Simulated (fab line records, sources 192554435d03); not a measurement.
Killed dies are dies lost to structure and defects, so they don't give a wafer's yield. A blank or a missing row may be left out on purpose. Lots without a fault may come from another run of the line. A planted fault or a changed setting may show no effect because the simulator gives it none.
fab line records | flow n5_finfet | part 2 of 2: steps 5 to 6 of 6
record lots=24 wafers=72 last_day=17
route steps=1938 shown BEOL_M10@1513 BEOL_M11@1539
lots that met no fault: from a run of the same line without faults
start_h: hours from the record's first day to the start of the lot's first wafer shown | wait_h: hours since the lot's step before | " the same as in the row above | L1.1+2: a row that stands for several wafers | - no value, or no start given | * or withheld: withheld | < > ~ a bound
route shown NAME@n: a module of which the file shows steps, and the number in the route of the first | usual: mean/standard deviation of fault-free wafers | same: alike in all rows | chamber/n: place in a boat | sites: the reading at each site | _std_site: their standard deviation | _edge_site: outer sites' mean less inner sites' | radius_mm: how far each site lies from the wafer's centre | mask NAME#n: copy n | behind: the tool/chamber that last shaped the wafer | hold: why the lot was held/for how many hours/how that ended | device: the transistor (n, p or np) that didn't switch | end of line: the same wafers' tests at the end of the route | a step without rows: its recipe alone | killed: dies lost to structure and defects at the first sort, not the wafer's yield | map: a wafer's dies, x killed, . not, _ none there
set.NAME: the setting as run; set.NAME@STEP: as run at that earlier step | model.NAME: the simulator's own value behind a step, which no gauge read
steps of the route over a sample of lots; a table a step, a row a wafer
services: from which hour (start_h, from the record's first day; less than 0 if before it) a tool's chamber was out of use, for how many hours, and why
## steps
# step N5_BEOL_M11_PECVD_70
# recipe material=SiO2 target_thk_a=200 temp_c=400 precursor=TEOS/O2 pressure_torr=5.5 rf_w=450 teos_flow_sccm=53.8 gas=O2 flow_sccm=3000 time_s=22.7
# usual chamber_pressure_Torr=5.500/0.012 heater_power_w=716/83 rf_fwd_power_W=445.3/1.7 showerhead_plenum_p_Torr=8.78/0.045 throttle_valve_pct=22.0/0.64
# columns lot.wafer tool chamber start_h wait_h chamber_pressure_Torr heater_power_w rf_fwd_power_W showerhead_plenum_p_Torr throttle_valve_pct
L074.1 pecvd-03 0 217.25 0.0 5.501 839 448.1 8.82 21.9
L074.4 " 2 " " 5.478 647 444.9 8.75 21.0
L074.6 " 1 " " 5.508 591 449.5 8.76 22.0
L075.1 pecvd-04 1 222.08 0.0 5.506 765 445.4 8.84 21.7
L075.2 " 0 " " 5.494 680 447.9 8.73 23.3
L075.4 " 0 " " 5.499 667 449.4 8.76 23.0
L076.2 pecvd-01 0 241.48 0.0 5.517 594 443.8 8.75 22.4
L076.5 " 1 " " 5.469 833 447.3 8.78 22.2
L076.6 " 2 " " 5.508 651 442.9 8.71 21.4
L078.4 pecvd-04 1 245.13 0.1 5.468 713 445.1 8.82 22.0
L078.5 " 2 " " 5.501 723 443.0 8.83 21.2
L078.6 " 0 " " 5.499 638 446.3 8.73 23.4
L077.1 pecvd-03 0 245.44 0.0 5.490 871 446.5 8.84 22.2
L077.2 " 1 " " 5.502 695 448.2 8.79 22.5
L077.4 " 1 " " 5.485 684 447.6 8.77 21.9
L079.3 pecvd-03 1 258.78 0.0 5.482 688 445.3 8.77 22.4
L079.4 " 1 " " 5.486 671 444.4 8.78 22.2
L079.6 " 2 " " 5.519 754 445.7 8.75 21.4
L080.1 pecvd-03 0 271.90 0.0 5.502 867 446.7 8.82 22.4
L080.2 " 2 " " 5.502 712 445.0 8.75 21.2
L080.6 " 2 " " 5.496 700 444.8 8.77 21.2
L081.2 pecvd-01 1 272.68 0.0 5.515 717 443.3 8.77 22.1
L081.4 " 0 " " 5.502 595 443.7 8.76 22.5
L081.5 " 1 " " 5.501 735 443.8 8.77 22.3
L082.1 pecvd-04 2 278.48 0.0 5.509 690 442.8 8.83 21.2
L082.4 " 2 " " 5.501 669 442.8 8.83 21.5
L082.6 " 1 " " 5.490 755 444.2 8.84 21.5
L083.2 pecvd-04 1 283.56 0.0 5.485 787 444.4 8.83 21.5
L083.5 " 1 " " 5.485 782 444.2 8.84 21.8
L083.6 " 0 " " 5.495 724 447.5 8.75 23.3
L084.3 pecvd-03 0 284.39 0.0 5.481 864 445.6 8.82 21.8
L084.4 " 2 " " 5.507 662 446.2 8.75 21.1
L084.5 " 1 " " 5.508 571 445.6 8.75 22.1
L085.2 pecvd-04 2 287.41 0.0 5.497 774 445.6 8.84 21.3
L085.4 " 2 " " 5.512 744 445.2 8.82 21.1
L085.6 " 1 " " 5.482 652 444.0 8.85 21.4
L086.2 pecvd-03 1 295.73 0.0 5.507 681 445.1 8.77 22.1
L086.4 " 1 " " 5.515 694 445.7 8.76 22.1
L086.6 " 2 " " 5.501 609 442.3 8.77 21.4
L087.1 pecvd-03 0 303.89 0.0 5.503 769 447.8 8.82 22.3
L087.4 " 1 " " 5.501 643 445.2 8.76 22.5
L087.6 " 2 " " 5.486 678 442.0 8.74 21.0
L088.2 pecvd-04 2 318.77 0.0 5.509 776 447.6 8.85 21.5
L088.3 " 1 " " 5.503 795 446.8 8.85 21.6
L088.4 " 0 " " 5.526 606 445.6 8.74 23.3
L089.2 pecvd-01 2 319.12 0.0 5.507 746 443.4 8.71 21.6
L089.4 " 1 " " 5.487 856 444.2 8.76 22.4
L089.6 " 0 " " 5.512 516 445.5 8.76 22.5
L091.3 pecvd-03 0 327.53 0.0 5.504 831 447.7 8.85 21.8
L091.4 " 1 " " 5.492 670 445.5 8.76 22.4
L091.5 " 2 " " 5.507 714 447.5 8.77 21.3
L090.2 pecvd-01 2 328.70 0.0 5.468 696 444.0 8.71 21.6
L090.3 " 1 " " 5.482 734 444.4 8.76 22.1
L090.4 " 0 " " 5.500 582 443.3 8.74 22.7
L092.2 pecvd-04 1 335.69 0.0 5.497 769 446.2 8.84 21.6
L092.3 " 2 " " 5.507 649 444.2 8.83 21.4
L092.4 " 1 " " 5.501 778 446.3 8.88 21.7
L094.1 pecvd-01 1 343.50 0.0 5.508 788 446.2 8.76 22.3
L094.3 " 0 " " 5.493 581 445.9 8.72 22.5
L094.5 " 2 " " 5.506 754 443.6 8.72 21.5
L095.2 pecvd-03 1 343.98 0.0 5.519 697 448.2 8.78 21.9
L095.5 " 0 " " 5.499 756 447.5 8.83 22.2
L095.6 " 1 " " 5.522 692 446.8 8.78 22.1
L093.1 pecvd-03 2 346.22 0.0 5.471 691 443.0 8.75 21.5
L093.3 " 1 " " 5.500 574 446.0 8.78 22.2
L093.4 " 0 " " 5.500 864 447.0 8.83 22.1
L097.4 pecvd-03 0 354.89 0.1 5.491 887 446.4 8.82 22.2
L097.5 " 1 " " 5.506 697 442.8 8.78 22.4
L097.6 " 2 " " 5.495 734 444.5 8.77 21.7
L096.1 pecvd-04 2 355.32 0.0 5.524 777 445.6 8.83 21.6
L096.4 " 2 " " 5.507 765 444.7 8.85 21.5
L096.6 " 0 " " 5.511 703 445.4 8.73 23.8
# step N5_BEOL_M11_DESCUM_16
# recipe chemistry=O2 time_s=7.9 source_power_w=50 bias_power_w=20 pressure_mtorr=20 rf_frequency_hz=2.712e+07 temp_c=40 resist=CAR-ArF o2_flow_sccm=225
# usual drypump_motor_current_A=5.6/0.36 oes_product_au=0.82/0.092 rf_fwd_power_W=49.46/0.18 rf_vpp_V=243.0/1.5 showerhead_plenum_p_Torr=2.09/0.092 throttle_valve_pct=20.35/0.29
# columns lot.wafer tool chamber start_h wait_h drypump_motor_current_A oes_product_au rf_fwd_power_W rf_hours_counter_h rf_vpp_V showerhead_plenum_p_Torr throttle_valve_pct
L074.1 rie_diel-02 0 218.06 0.0 5.3 0.84 49.79 51 244.9 2.13 20.22
L074.4 " 1 " " 5.8 0.95 49.23 - 243.0 2.05 19.78
L074.6 " 0 " " 5.3 0.85 49.85 - 242.2 2.13 20.21
L075.1 rie_diel-05 2 223.92 0.0 5.2 0.66 49.35 247 243.1 2.16 21.07
L075.2 " 3 " " 5.8 0.72 49.63 190 241.7 1.97 20.45
L075.4 " 0 " " 5.4 0.73 49.48 174 242.4 2.01 20.65
L076.2 rie_diel-02 3 243.93 0.1 6.2 0.96 49.47 5 245.4 2.25 20.49
L076.5 " 3 " " 6.2 0.96 49.19 - 245.1 2.25 20.50
L076.6 " 0 " " 5.3 0.83 49.49 - 244.2 2.13 20.24
L078.4 rie_diel-02 3 247.47 0.2 6.2 0.94 49.28 - 245.7 2.25 20.49
L078.5 " 1 " " 5.9 0.91 49.45 - 243.6 2.05 19.78
L078.6 " 0 " " 5.3 0.82 49.56 - 243.6 2.12 20.24
L077.1 rie_diel-02 0 247.70 0.3 5.3 0.82 49.70 62 243.5 2.12 20.22
L077.2 " 3 " " 6.2 0.94 49.35 7 245.5 2.25 20.49
L077.4 " 1 " " 5.9 0.91 49.40 - 241.1 2.05 19.80
L079.3 rie_diel-02 1 259.91 0.0 5.8 0.92 49.34 21 243.5 2.05 19.81
L079.4 " 3 " " 6.2 0.94 49.40 10 245.4 2.25 20.47
L079.6 " 3 " " 6.2 0.94 49.49 - 244.4 2.25 20.48
L080.1 rie_diel-05 0 273.70 0.0 5.4 0.71 49.08 191 241.0 2.00 20.67
L080.2 " 2 " " 5.3 0.95 49.25 8 244.1 2.16 20.71
L080.6 " 0 " " 5.4 0.71 49.05 - 240.9 2.00 20.68
L081.2 rie_diel-05 0 274.98 0.1 5.4 0.71 49.38 191 241.7 2.00 20.70
L081.4 " 2 " " 5.3 0.95 49.62 9 244.0 2.16 20.70
L081.5 " 3 " " 5.7 0.71 49.38 - 242.4 1.96 20.47
L082.1 rie_diel-02 2 282.02 0.0 5.5 0.83 49.65 54 241.3 2.04 20.16
L082.4 " 3 " " 6.2 0.91 49.24 16 245.7 2.25 20.52
L082.6 " 0 " " 5.3 0.82 49.58 - 242.9 2.12 20.26
L083.2 rie_diel-02 3 285.40 0.0 6.2 0.91 49.57 17 245.9 2.25 20.51
L083.5 " 1 " " 5.8 0.90 49.59 - 241.0 2.04 19.80
L083.6 " 0 " " 5.3 0.82 49.59 - 242.5 2.12 20.24
L084.3 rie_diel-03 3 285.59 0.1 5.5 0.72 49.42 166 243.2 2.10 20.21
L084.4 " 3 " " 5.5 0.72 49.56 - 242.6 2.10 20.22
L084.5 " 1 " " 5.0 0.71 49.49 - 241.3 1.99 20.52
L085.2 rie_diel-05 2 288.37 0.1 5.2 0.93 49.53 13 243.1 2.15 20.71
L085.4 " 1 " " 6.2 0.88 49.83 31 244.3 2.22 20.25
L085.6 " 0 " " 5.5 0.70 49.39 - 241.5 2.00 20.68
L086.2 rie_diel-03 3 297.20 0.1 5.4 0.72 49.48 172 244.3 2.09 20.23
L086.4 " 0 " " 5.9 0.76 49.46 - 242.0 2.01 20.41
L086.6 " 3 " " 5.4 0.71 49.45 - 243.4 2.09 20.22
L087.1 rie_diel-02 1 305.46 0.0 5.9 0.88 49.12 34 241.6 2.04 19.82
L087.4 " 3 " " 6.2 0.89 49.23 24 244.9 2.25 20.51
L087.6 " 0 " " 5.3 0.81 49.63 - 242.7 2.12 20.26
L088.2 rie_diel-03 0 321.31 0.7 5.9 0.76 49.84 167 242.5 2.00 20.43
L088.3 " 1 " " 5.0 0.69 49.24 240 241.7 1.98 20.57
L088.4 " 3 " " 5.5 0.71 49.54 180 241.5 2.09 20.24
L089.2 rie_diel-05 0 321.33 0.4 5.4 0.70 49.51 203 241.9 2.00 20.73
L089.4 " 3 " " 5.8 0.69 49.41 221 240.8 1.96 20.48
L089.6 " 1 " " 6.1 0.86 49.36 - 245.0 2.22 20.26
L091.3 rie_diel-05 3 328.23 0.0 5.8 0.68 49.26 224 240.4 1.96 20.52
L091.4 " 1 " " 6.2 0.86 49.30 42 244.7 2.22 20.25
L091.5 " 0 " " 5.5 0.70 49.42 - 241.6 2.00 20.69
L090.2 rie_diel-03 3 330.37 0.3 5.5 0.71 49.33 183 242.8 2.09 20.23
L090.3 " 1 " " 5.0 0.69 49.50 243 242.1 1.98 20.56
L090.4 " 0 " " 5.9 0.75 49.72 170 240.4 2.00 20.44
L092.2 rie_diel-05 3 336.35 0.0 5.8 0.69 49.28 226 241.0 1.96 20.50
L092.3 " 1 " " 6.1 0.85 49.62 45 246.3 2.22 20.27
L092.4 " 2 " " 5.3 0.89 49.28 27 244.9 2.15 20.75
L094.1 rie_diel-05 3 345.26 0.0 5.7 0.70 49.36 229 241.9 1.96 20.51
L094.3 " 1 " " 6.1 0.86 49.44 47 245.6 2.22 20.27
L094.5 " 2 " " 5.2 0.89 49.57 - 242.1 2.15 20.75
L095.2 rie_diel-05 1 345.71 0.3 6.1 0.86 49.53 47 244.9 2.22 20.26
L095.5 " 2 " " 5.3 0.89 49.22 - 243.8 2.15 20.75
L095.6 " 3 " " 5.7 0.69 49.47 - 240.7 1.96 20.49
L093.1 rie_diel-02 3 350.98 0.0 6.2 0.85 49.48 42 245.8 2.24 20.55
L093.3 " 0 " " 5.3 0.77 49.96 98 243.9 2.11 20.28
L093.4 " 1 " " 5.8 0.84 49.50 53 241.4 2.04 19.86
L097.4 rie_diel-05 3 358.16 0.0 5.8 0.68 49.41 232 240.9 1.96 20.51
L097.5 " 1 " " 6.1 0.85 49.34 - 244.6 2.22 20.28
L097.6 " 0 " " 5.4 0.70 49.36 - 241.4 1.99 20.72
L096.1 rie_diel-02 0 358.35 0.0 5.3 0.78 49.60 99 243.7 2.11 20.29
L096.4 " 1 " " 5.9 0.84 49.53 55 242.9 2.04 19.87
L096.6 " 2 " " 5.5 0.81 49.60 - 243.2 2.03 20.18
## services
# columns tool chamber start_h hours kind
cmp-03 - 191.08 4.0 repair
pecvd-04 - 198.97 5.5 pm
rie_diel-06 3 201.78 4.3 repair
uv_cure-02 - 204.51 0.6 repair
cmp-01 - 215.29 4.0 pm
rie_diel-02 2 216.74 15.8 repair
pecvd-03 1 222.66 16.7 repair
rie_diel-04 3 231.06 9.3 repair
cmp-01 - 239.60 2.1 repair
uv_cure-01 - 240.10 2.1 pm
rie_diel-02 2 241.45 6.8 repair
uv_cure-01 - 243.35 14.6 pm
cmp-01 - 246.61 1.4 repair
cmp-03 - 253.60 5.8 pm
cmp-01 - 266.43 3.2 repair
cmp-01 - 286.40 0.7 repair
rie_diel-05 - 307.04 2.8 pm
rie_diel-02 2 307.05 32.1 repair
cmp-03 - 322.79 6.9 repair
pecvd-04 0 332.70 8.3 repair
cmp-01 - 344.18 1.8 repair
pecvd-04 - 346.23 6.0 pm
pecvd-03 - 351.72 0.6 repair
cmp-03 - 353.95 4.0 pm
